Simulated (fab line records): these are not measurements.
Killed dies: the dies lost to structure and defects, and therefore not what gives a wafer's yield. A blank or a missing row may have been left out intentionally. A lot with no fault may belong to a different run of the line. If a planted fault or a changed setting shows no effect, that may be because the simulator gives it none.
Chamber matching / flow nand-harc / NHARC_A_CONTACT_ETCH_106 on rie-diel-04: 4 sister chambers
The step etches the open film in CF4/O2, target depth 60 nm, overetch 6 nm, time 33 s. 22 wafers are shown with their chamber, then 11 later ones without.

## WAFERS PAIRED WITH THEIR CHAMBERS
wafer=L075.2; chamber=2; showerhead-plenum-p-Torr (Torr)=1.27; drypump-motor-current-A (A)=6.6; rf-vpp-V (V)=197.4
wafer=L075.3; chamber=0; showerhead-plenum-p-Torr (Torr)=1.39; drypump-motor-current-A (A)=5.7; rf-vpp-V (V)=200.0
wafer=L075.5; chamber=3; showerhead-plenum-p-Torr (Torr)=1.40; drypump-motor-current-A (A)=5.3; rf-vpp-V (V)=199.8
wafer=L078.1; chamber=0; showerhead-plenum-p-Torr (Torr)=1.39; drypump-motor-current-A (A)=5.7; rf-vpp-V (V)=199.3
wafer=L078.2; chamber=3; showerhead-plenum-p-Torr (Torr)=1.40; drypump-motor-current-A (A)=5.3; rf-vpp-V (V)=199.3
wafer=L078.3; chamber=1; showerhead-plenum-p-Torr (Torr)=1.33; drypump-motor-current-A (A)=5.6; rf-vpp-V (V)=197.0
wafer=L078.4; chamber=2; showerhead-plenum-p-Torr (Torr)=1.27; drypump-motor-current-A (A)=6.5; rf-vpp-V (V)=195.6
wafer=L078.5; chamber=2; showerhead-plenum-p-Torr (Torr)=1.27; drypump-motor-current-A (A)=6.6; rf-vpp-V (V)=196.9
wafer=L078.6; chamber=1; showerhead-plenum-p-Torr (Torr)=1.33; drypump-motor-current-A (A)=5.7; rf-vpp-V (V)=197.1
wafer=L079.1; chamber=3; showerhead-plenum-p-Torr (Torr)=1.40; drypump-motor-current-A (A)=5.3; rf-vpp-V (V)=198.6
wafer=L079.4; chamber=1; showerhead-plenum-p-Torr (Torr)=1.33; drypump-motor-current-A (A)=5.6; rf-vpp-V (V)=199.4
wafer=L079.6; chamber=3; showerhead-plenum-p-Torr (Torr)=1.40; drypump-motor-current-A (A)=5.4; rf-vpp-V (V)=198.8
wafer=L081.1; chamber=1; showerhead-plenum-p-Torr (Torr)=1.33; drypump-motor-current-A (A)=5.7; rf-vpp-V (V)=198.3
wafer=L081.4; chamber=3; showerhead-plenum-p-Torr (Torr)=1.40; drypump-motor-current-A (A)=5.3; rf-vpp-V (V)=199.2
wafer=L081.6; chamber=3; showerhead-plenum-p-Torr (Torr)=1.40; drypump-motor-current-A (A)=5.3; rf-vpp-V (V)=199.1
wafer=L082.2; chamber=1; showerhead-plenum-p-Torr (Torr)=1.33; drypump-motor-current-A (A)=5.6; rf-vpp-V (V)=197.5
wafer=L082.3; chamber=2; showerhead-plenum-p-Torr (Torr)=1.27; drypump-motor-current-A (A)=6.6; rf-vpp-V (V)=197.4
wafer=L082.4; chamber=0; showerhead-plenum-p-Torr (Torr)=1.39; drypump-motor-current-A (A)=5.8; rf-vpp-V (V)=197.5
wafer=L093.1; chamber=2; showerhead-plenum-p-Torr (Torr)=1.27; drypump-motor-current-A (A)=6.6; rf-vpp-V (V)=197.3
wafer=L093.4; chamber=0; showerhead-plenum-p-Torr (Torr)=1.38; drypump-motor-current-A (A)=5.7; rf-vpp-V (V)=198.5
wafer=L093.5; chamber=3; showerhead-plenum-p-Torr (Torr)=1.40; drypump-motor-current-A (A)=5.3; rf-vpp-V (V)=199.1
wafer=L092.1; chamber=0; showerhead-plenum-p-Torr (Torr)=1.38; drypump-motor-current-A (A)=5.7; rf-vpp-V (V)=197.6

SIGNATURES (means of the wafers above)
reading=showerhead-plenum-p-Torr; chamber 0=1.3860; chamber 1=1.3300; chamber 2=1.2700; chamber 3=1.4000; scatter within a chamber=0.00258
reading=drypump-motor-current-A; chamber 0=5.720; chamber 1=5.640; chamber 2=6.580; chamber 3=5.314; scatter within a chamber=0.0451
reading=rf-vpp-V; chamber 0=198.580; chamber 1=197.860; chamber 2=196.920; chamber 3=199.129; scatter within a chamber=0.813
Rule: for each reading, subtract the chamber's mean from the wafer's reading, divide by that reading's scatter and square the result; add these up over the readings and take the root, which gives the wafer's distance from the chamber. The wafer belongs to the nearest chamber; if the next one is less than 2 further off, it can't be placed. How the scatter is found: for the shown wafers, subtract from each reading the mean of its chamber, square and add these, divide the total by (wafers less chambers), then take the root.

## WAFERS WITH NO CHAMBER GIVEN
wafer=L092.3; showerhead-plenum-p-Torr (Torr)=1.33; drypump-motor-current-A (A)=5.6; rf-vpp-V (V)=196.7
wafer=L092.4; showerhead-plenum-p-Torr (Torr)=1.27; drypump-motor-current-A (A)=6.5; rf-vpp-V (V)=197.0
wafer=L091.1; showerhead-plenum-p-Torr (Torr)=1.40; drypump-motor-current-A (A)=5.3; rf-vpp-V (V)=198.5
wafer=L091.2; showerhead-plenum-p-Torr (Torr)=1.27; drypump-motor-current-A (A)=6.6; rf-vpp-V (V)=197.4
wafer=L091.3; showerhead-plenum-p-Torr (Torr)=1.33; drypump-motor-current-A (A)=5.6; rf-vpp-V (V)=197.1
wafer=L095.2; showerhead-plenum-p-Torr (Torr)=1.27; drypump-motor-current-A (A)=6.6; rf-vpp-V (V)=197.1
wafer=L095.5; showerhead-plenum-p-Torr (Torr)=1.38; drypump-motor-current-A (A)=5.7; rf-vpp-V (V)=198.0
wafer=L095.6; showerhead-plenum-p-Torr (Torr)=1.40; drypump-motor-current-A (A)=5.3; rf-vpp-V (V)=199.1
wafer=L097.1; showerhead-plenum-p-Torr (Torr)=1.40; drypump-motor-current-A (A)=5.3; rf-vpp-V (V)=199.1
wafer=L097.2; showerhead-plenum-p-Torr (Torr)=1.33; drypump-motor-current-A (A)=5.7; rf-vpp-V (V)=198.1
wafer=L097.5; showerhead-plenum-p-Torr (Torr)=1.33; drypump-motor-current-A (A)=5.6; rf-vpp-V (V)=198.4

## EACH ONE'S CHAMBER
wafer=L092.3; from the rows above=1; in truth=1
wafer=L092.4; from the rows above=2; in truth=2
wafer=L091.1; from the rows above=3; in truth=3
wafer=L091.2; from the rows above=2; in truth=2
wafer=L091.3; from the rows above=1; in truth=1
wafer=L095.2; from the rows above=2; in truth=2
wafer=L095.5; from the rows above=0; in truth=0
wafer=L095.6; from the rows above=3; in truth=3
wafer=L097.1; from the rows above=3; in truth=3
wafer=L097.2; from the rows above=1; in truth=1
wafer=L097.5; from the rows above=1; in truth=1
Correctly placed: 11 of 11. Can't be placed from these rows: 0. Placed wrongly: 0.
